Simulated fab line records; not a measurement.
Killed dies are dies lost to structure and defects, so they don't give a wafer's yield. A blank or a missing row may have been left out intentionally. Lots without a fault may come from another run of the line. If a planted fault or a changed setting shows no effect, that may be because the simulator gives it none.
Which of the tools did it? ; flow n5-finfet ; 23 lots, 69 wafers sampled, at 6 steps of a route of 1938

WHAT THE GAUGES SHOWED, per wafer
N5_BEOL_M7_INSPECT_58: inspects for defects (darkfield). Usual: raw-defect-count 65, standard deviation 18.
lot;measured;on;raw-defect-count;flag
L074;day 10 23:26;defect-inspect-01;64 69 77;
L075;day 12 06:41;defect-inspect-01;71 81 58;
L076;day 12 10:04;defect-inspect-01;66 38 48;
L077;day 12 18:04;defect-inspect-02;88 73 27;
L078;day 13 02:14;defect-inspect-02;78 46 71;
L080;day 13 10:05;defect-inspect-02;32 43 68;
L081;day 13 15:05;defect-inspect-01;73 49 92;
L082;day 13 22:12;defect-inspect-01;116 100 97;
L083;day 13 20:07;defect-inspect-01;59 92 33;
L084;day 13 23:53;defect-inspect-02;69 49 45;
L085;day 14 12:25;defect-inspect-01;64 71 44;
L092;day 14 12:57;defect-inspect-01;89 60 70;
L086;day 14 15:46;defect-inspect-02;65 95 72;
L088;day 15 04:18;defect-inspect-02;105 107 52;
L087;day 15 09:04;defect-inspect-01;40 43 61;
L090;day 15 13:28;defect-inspect-02;85 75 75;
L091;day 15 16:55;defect-inspect-02;87 75 53;
L093;day 15 17:12;defect-inspect-02;91 101 61;
L079;day 16 22:08;defect-inspect-02;62 79 105;
L097;day 16 22:41;defect-inspect-02;40 72 37;
L096;day 17 03:17;defect-inspect-01;91 76 76;
L094;day 17 19:57;defect-inspect-01;62 74 57;
L095;day 17 22:36;defect-inspect-01;71 48 67;

N5_BEOL_M8_INSPECT_13: inspects for defects (brightfield). Usual: raw-defect-count 392, standard deviation 82.
lot;measured;on;raw-defect-count;flag
L074;day 11 01:15;defect-inspect-01;384 444 453;
L075;day 12 08:29;defect-inspect-02;349 318 367;
L076;day 12 11:50;defect-inspect-01;334 398 375;
L077;day 12 20:04;defect-inspect-02;342 418 405;
L078;day 13 04:27;defect-inspect-02;403 398 515;
L080;day 13 12:43;defect-inspect-02;253 262 364;
L081;day 13 18:08;defect-inspect-01;331 418 448;
L082;day 14 00:56;defect-inspect-02;470 384 481;
L083;day 13 21:57;defect-inspect-02;259 434 314;
L084;day 14 01:46;defect-inspect-01;452 268 414;
L085;day 14 15:44;defect-inspect-01;678 423 320;
L092;day 14 16:34;defect-inspect-02;362 356 349;
L086;day 14 17:36;defect-inspect-01;451 485 398;
L088;day 15 05:58;defect-inspect-02;602 714 399;
L087;day 15 11:30;defect-inspect-02;303 217 348;
L090;day 15 15:16;defect-inspect-02;370 341 333;
L091;day 15 18:43;defect-inspect-02;377 470 425;
L093;day 15 19:04;defect-inspect-02;463 368 403;
L079;day 17 00:35;defect-inspect-01;478 447 425;
L097;day 17 01:07;defect-inspect-01;289 295 314;
L096;day 17 05:17;defect-inspect-01;384 379 446;
L094;day 17 22:09;defect-inspect-01;279 470 517;
L095;day 18 01:03;defect-inspect-02;322 528 423;

TOOL THAT RAN EACH LOT (tool first, then ch and the chambers of the sampled wafers, then the start)
lot;N5_BEOL_M7_HM_OPEN_17;N5_BEOL_M7_DESCUM_33;N5_BEOL_M7_ETCH_72;N5_BEOL_M7_SPUTTER_48
L074;rie-metal-03 ch 0,1, day 10 18:16;rie-diel-06 ch 0,3, day 10 19:10;rie-diel-06 ch 0,3, day 10 19:12;pvd-sputter-02, day 10 22:17
L075;rie-metal-03 ch 0,1, day 12 02:05;rie-diel-01 ch 0,2,3, day 12 03:47;rie-diel-01 ch 0,2,3, day 12 03:49;pvd-sputter-01, day 12 05:39
L076;rie-metal-03 ch 0,1, day 12 05:20;rie-diel-03 ch 0,2, day 12 06:25;rie-diel-03 ch 0,2, day 12 06:27;pvd-sputter-01, day 12 08:55
L077;rie-metal-03 ch 0,1, day 12 12:23;rie-diel-03 ch 0,1,2, day 12 14:17;rie-diel-03 ch 0,1,2, day 12 14:19;pvd-sputter-01, day 12 16:43
L078;rie-metal-01 ch 0,1, day 12 19:34;rie-diel-03 ch 0,1,3, day 12 22:32;rie-diel-03 ch 0,1,3, day 12 22:34;pvd-sputter-03, day 13 00:21
L080;rie-metal-02 ch 0,1, day 13 04:14;rie-diel-01 ch 0,2,3, day 13 07:05;rie-diel-01 ch 0,2,3, day 13 07:08;pvd-sputter-01, day 13 09:07
L081;rie-metal-01 ch 0, day 13 09:13;rie-diel-01 ch 0,1,3, day 13 11:37;rie-diel-01 ch 0,1,3, day 13 11:39;pvd-sputter-03, day 13 13:43
L082;rie-metal-01 ch 0,1, day 13 14:17;rie-diel-01 ch 2,3, day 13 17:56;rie-diel-01 ch 2,3, day 13 17:58;pvd-sputter-03, day 13 21:07
L083;rie-metal-02 ch 0,1, day 13 14:37;rie-diel-06 ch 0,1,2, day 13 16:58;rie-diel-06 ch 0,1,2, day 13 17:01;pvd-sputter-02, day 13 18:52
L084;rie-metal-03 ch 0,1, day 13 18:52;rie-diel-01 ch 0,1,2, day 13 20:33;rie-diel-01 ch 0,1,2, day 13 20:35;pvd-sputter-02, day 13 22:52
L085;rie-metal-02 ch 0,1, day 14 05:42;rie-diel-01 ch 0,1,3, day 14 08:59;rie-diel-01 ch 0,1,3, day 14 09:01;pvd-sputter-02, day 14 11:08
L092;rie-metal-03 ch 0,1, day 14 06:23;rie-diel-06 ch 0,1,2, day 14 09:08;rie-diel-06 ch 0,1,2, day 14 09:10;pvd-sputter-03, day 14 11:18
L086;rie-metal-02 ch 0,1, day 14 09:58;rie-diel-03 ch 2,3, day 14 11:05;rie-diel-03 ch 2,3, day 14 11:07;pvd-sputter-03, day 14 14:47
L088;rie-metal-01 ch 0,1, day 14 22:54;rie-diel-06 ch 2,3, day 14 23:32;rie-diel-06 ch 2,3, day 14 23:35;pvd-sputter-03, day 15 03:15
L087;rie-metal-03 ch 0,1, day 15 05:14;rie-diel-06 ch 0,1,3, day 15 05:52;rie-diel-06 ch 0,1,3, day 15 05:53;pvd-sputter-02, day 15 07:56
L090;rie-metal-02 ch 0, day 15 07:47;rie-diel-06 ch 0,1,2, day 15 10:14;rie-diel-06 ch 0,1,2, day 15 10:17;pvd-sputter-02, day 15 12:11
L091;rie-metal-02 ch 0,1, day 15 11:51;rie-diel-06 ch 1,2,3, day 15 13:47;rie-diel-06 ch 1,2,3, day 15 13:49;pvd-sputter-03, day 15 15:58
L093;rie-metal-02 ch 0,1, day 15 13:13;rie-diel-01 ch 0,1, day 15 14:13;rie-diel-01 ch 0,1, day 15 14:14;pvd-sputter-03, day 15 16:05
L079;rie-metal-02 ch 0,1, day 16 15:10;rie-diel-01 ch 0,1,2, day 16 18:34;rie-diel-01 ch 0,1,2, day 16 18:37;pvd-sputter-02, day 16 20:29
L097;rie-metal-03 ch 0,1, day 16 15:43;rie-diel-03 ch 0,1,3, day 16 18:51;rie-diel-03 ch 0,1,3, day 16 18:53;pvd-sputter-01, day 16 20:57
L096;rie-metal-01 ch 0,1, day 16 20:27;rie-diel-01 ch 1,2,3, day 16 23:35;rie-diel-01 ch 1,2,3, day 16 23:37;pvd-sputter-03, day 17 01:49
L094;rie-metal-03 ch 0,1, day 17 13:35;rie-diel-01 ch 0,1,3, day 17 16:27;rie-diel-01 ch 0,1,3, day 17 16:29;pvd-sputter-02, day 17 18:48
L095;rie-metal-01 ch 0, day 17 17:31;rie-diel-03 ch 0,1,2, day 17 18:11;rie-diel-03 ch 0,1,2, day 17 18:14;pvd-sputter-03, day 17 21:31
- N5_BEOL_M7_HM_OPEN_17: chemistry Cl2/BCl3, target TiN, target depth 20 nm, overetch 6 nm.
- N5_BEOL_M7_DESCUM_33: chemistry O2, time 7 s.
- N5_BEOL_M7_ETCH_72: etches underlayer in N2/H2, target depth 6.5 nm, time 5.2 s.
- N5_BEOL_M7_SPUTTER_48: material Cu, target thk 10 nm, time 1.667 s.

WHAT THE TOOLS THEMSELVES READ (means of the sampled wafers that have a number; where no wafer has one, the mark that the record gives instead)
N5_BEOL_M7_HM_OPEN_17. Usual: bias-w 126.0 W, standard deviation 0.38; drypump-motor-current-A 6.1 A, standard deviation 0.41; mfc-ar-sccm 25.00 sccm, standard deviation 0.082; oes-product-au 0.70 a.u., standard deviation 0.039; throttle-valve-pct 22.09 %, standard deviation 0.062.
lot;tool;bias-w (W);drypump-motor-current-A (A);mfc-ar-sccm (sccm);oes-product-au (a.u.);throttle-valve-pct (%);flag
L074;rie-metal-03;126.2;5.9;25.01;0.73;22.08;
L075;rie-metal-03;125.9;5.9;25.02;0.71;22.09;
L076;rie-metal-03;126.1;5.9;24.93;0.71;22.10;
L077;rie-metal-03;126.2;6.0;24.97;0.69;22.10;
L078;rie-metal-01;126.0;6.4;24.90;0.66;22.14;
L080;rie-metal-02;126.4;5.9;24.91;0.72;22.09;
L081;rie-metal-01;125.9;6.1;25.03;0.66;22.03;
L082;rie-metal-01;126.0;6.2;25.02;0.66;22.08;
L083;rie-metal-02;126.0;5.9;24.96;0.72;22.09;
L084;rie-metal-03;125.5;6.0;24.97;0.70;22.09;
L085;rie-metal-02;126.3;5.8;25.07;0.73;22.08;
L092;rie-metal-03;126.1;6.0;24.96;0.70;22.09;
L086;rie-metal-02;126.2;6.1;25.09;0.73;22.04;
L088;rie-metal-01;126.3;6.4;24.93;0.65;22.14;
L087;rie-metal-03;126.6;6.2;24.98;0.71;22.13;
L090;rie-metal-02;126.3;6.4;25.00;0.71;22.03;
L091;rie-metal-02;126.0;6.1;24.95;0.72;22.05;
L093;rie-metal-02;126.1;6.1;25.00;0.71;22.06;
L079;rie-metal-02;126.1;5.9;24.94;0.71;22.09;
L097;rie-metal-03;126.1;6.0;25.05;0.69;22.10;
L096;rie-metal-01;126.0;6.2;25.01;0.65;22.10;
L094;rie-metal-03;125.7;6.0;24.98;0.69;22.10;
L095;rie-metal-01;125.7;6.1;25.08;0.64;22.04;

N5_BEOL_M7_DESCUM_33. Usual: drypump-motor-current-A 6.0 A, standard deviation 0.55; o2-flow-sccm 225.0 sccm, standard deviation 0.71; oes-product-au 0.79 a.u., standard deviation 0.076; rf-vpp-V 243.2 V, standard deviation 1.4; showerhead-plenum-p-Torr 2.09 Torr, standard deviation 0.068; throttle-valve-pct 20.57 %, standard deviation 0.2.
lot;tool;drypump-motor-current-A (A);o2-flow-sccm (sccm);oes-product-au (a.u.);rf-vpp-V (V);showerhead-plenum-p-Torr (Torr);throttle-valve-pct (%);flag
L074;rie-diel-06;5.6;224.9;0.77;243.9;2.14;20.79;
L075;rie-diel-01;6.3;225.0;0.85;242.1;2.09;20.66;
L076;rie-diel-03;5.2;225.3;0.72;243.9;2.14;20.56;
L077;rie-diel-03;5.5;224.4;0.72;243.0;2.08;20.46;
L078;rie-diel-03;5.6;225.2;0.74;242.8;2.06;20.46;
L080;rie-diel-01;6.3;225.6;0.83;242.6;2.09;20.67;
L081;rie-diel-01;6.3;225.2;0.80;242.6;2.05;20.65;
L082;rie-diel-01;6.1;223.7;0.87;243.3;2.09;20.56;
L083;rie-diel-06;6.0;225.1;0.88;243.2;2.09;20.44;
L084;rie-diel-01;6.4;225.0;0.78;243.6;2.10;20.68;
L085;rie-diel-01;6.3;225.3;0.78;242.4;2.05;20.66;
L092;rie-diel-06;6.0;225.0;0.86;243.7;2.09;20.44;
L086;rie-diel-03;5.1;225.4;0.76;245.2;2.15;20.51;
L088;rie-diel-06;5.6;224.6;0.75;243.0;2.08;20.72;
L087;rie-diel-06;5.6;225.5;0.87;244.8;2.14;20.55;
L090;rie-diel-06;6.0;224.8;0.85;243.1;2.09;20.46;
L091;rie-diel-06;5.6;226.0;0.80;242.9;2.08;20.56;
L093;rie-diel-01;6.5;225.2;0.74;243.0;2.04;20.78;
L079;rie-diel-01;6.5;224.8;0.76;243.9;2.10;20.71;
L097;rie-diel-03;5.7;225.0;0.73;242.0;2.05;20.50;
L096;rie-diel-01;6.2;225.1;0.79;243.8;2.10;20.61;
L094;rie-diel-01;6.3;225.3;0.76;242.4;2.04;20.71;
L095;rie-diel-03;5.5;225.7;0.80;242.9;2.07;20.38;

N5_BEOL_M7_ETCH_72. Usual: bias-w is 150.0 W with standard deviation 0.44, drypump-motor-current-A is 6.0 A with standard deviation 0.55, etch-rf-on-time-s is 5.17 s with standard deviation 0.088, oes-product-au is 0.67 a.u. with standard deviation 0.065, rf-vpp-V is 523.6 V with standard deviation 2.6, showerhead-plenum-p-Torr is 2.53 Torr with standard deviation 0.087, and throttle-valve-pct is 17.99 % with standard deviation 0.18.
lot;tool;bias-w (W);drypump-motor-current-A (A);etch-rf-on-time-s (s);oes-product-au (a.u.);rf-vpp-V (V);showerhead-plenum-p-Torr (Torr);throttle-valve-pct (%);flag
L074;rie-diel-06;150.0;5.6;5.23;0.66;524.3;2.59;18.19;
L075;rie-diel-01;150.3;6.3;5.14;0.72;523.1;2.54;18.05;
L076;rie-diel-03;149.9;5.2;5.29;0.61;524.9;2.60;17.98;
L077;rie-diel-03;150.2;5.6;5.19;0.61;523.8;2.53;17.90;
L078;rie-diel-03;150.3;5.7;5.22;0.64;523.8;2.51;17.91;
L080;rie-diel-01;150.1;6.3;5.11;0.71;522.7;2.54;18.07;
L081;rie-diel-01;149.7;6.3;5.23;0.67;522.7;2.48;18.01;
L082;rie-diel-01;149.7;6.1;5.06;0.75;525.1;2.55;17.97;
L083;rie-diel-06;150.1;6.0;5.09;0.75;522.1;2.54;17.84;
L084;rie-diel-01;150.0;6.4;5.17;0.67;524.3;2.55;18.10;
L085;rie-diel-01;150.4;6.3;5.19;0.68;523.0;2.48;18.01;
L092;rie-diel-06;150.4;6.0;5.15;0.74;522.6;2.54;17.85;
L086;rie-diel-03;150.2;5.1;5.33;0.65;526.1;2.61;17.96;
L088;rie-diel-06;149.6;5.6;5.19;0.65;522.7;2.51;18.15;
L087;rie-diel-06;149.9;5.6;5.12;0.73;524.1;2.58;17.93;
L090;rie-diel-06;149.7;6.0;5.15;0.72;521.7;2.54;17.88;
L091;rie-diel-06;150.2;5.6;5.16;0.68;522.7;2.52;17.97;
L093;rie-diel-01;149.8;6.5;5.19;0.63;521.6;2.47;18.15;
L079;rie-diel-01;150.2;6.4;5.15;0.65;523.6;2.54;18.12;
L097;rie-diel-03;150.0;5.7;5.20;0.63;523.5;2.50;17.94;
L096;rie-diel-01;149.9;6.2;5.09;0.68;525.2;2.55;18.03;
L094;rie-diel-01;149.8;6.3;5.20;0.65;522.9;2.47;18.06;
L095;rie-diel-03;150.5;5.6;5.24;0.68;522.0;2.51;17.81;

N5_BEOL_M7_SPUTTER_48. Usual: chuck-gas-flow-sccm 1.26 sccm, standard deviation 0.055; throttle-valve-pct 29.8 %, standard deviation 1.1.
lot;tool;chuck-gas-flow-sccm (sccm);throttle-valve-pct (%);flag
L074;pvd-sputter-02;1.22;30.4;
L075;pvd-sputter-01;1.23;29.6;
L076;pvd-sputter-01;1.27;29.6;
L077;pvd-sputter-01;1.23;30.0;
L078;pvd-sputter-03;1.24;30.3;
L080;pvd-sputter-01;1.25;29.9;
L081;pvd-sputter-03;1.24;30.1;
L082;pvd-sputter-03;1.30;29.3;
L083;pvd-sputter-02;1.25;29.1;
L084;pvd-sputter-02;1.28;28.1;
L085;pvd-sputter-02;1.24;30.2;
L092;pvd-sputter-03;1.26;29.8;
L086;pvd-sputter-03;1.27;29.4;
L088;pvd-sputter-03;1.29;29.8;
L087;pvd-sputter-02;1.21;29.6;
L090;pvd-sputter-02;1.29;29.0;
L091;pvd-sputter-03;1.28;30.1;
L093;pvd-sputter-03;1.28;30.4;
L079;pvd-sputter-02;1.27;30.9;
L097;pvd-sputter-01;1.21;29.9;
L096;pvd-sputter-03;1.29;29.3;
L094;pvd-sputter-02;1.24;29.3;
L095;pvd-sputter-03;1.29;29.4;

THE ANSWER, worked out from the rows above alone
Rule: take the mean of a lot's wafers that have a number; if it is more than 3 standard deviations from the usual mean, the lot is off. A lot without any number at a reading at which 4 lots or more have one is off too. The other lots that the step has rows for count as sound. After the gauges, taken in route order, come the tools' own readings; for these a lot's mean is taken, as printed above. The first step at which some lot is off is used, and at that step the reading that is off furthest; a lot without a number counts as furthest.
Nothing can be told from this: no lot is off at any reading shown.

WHAT THE SIMULATOR HAD PUT IN
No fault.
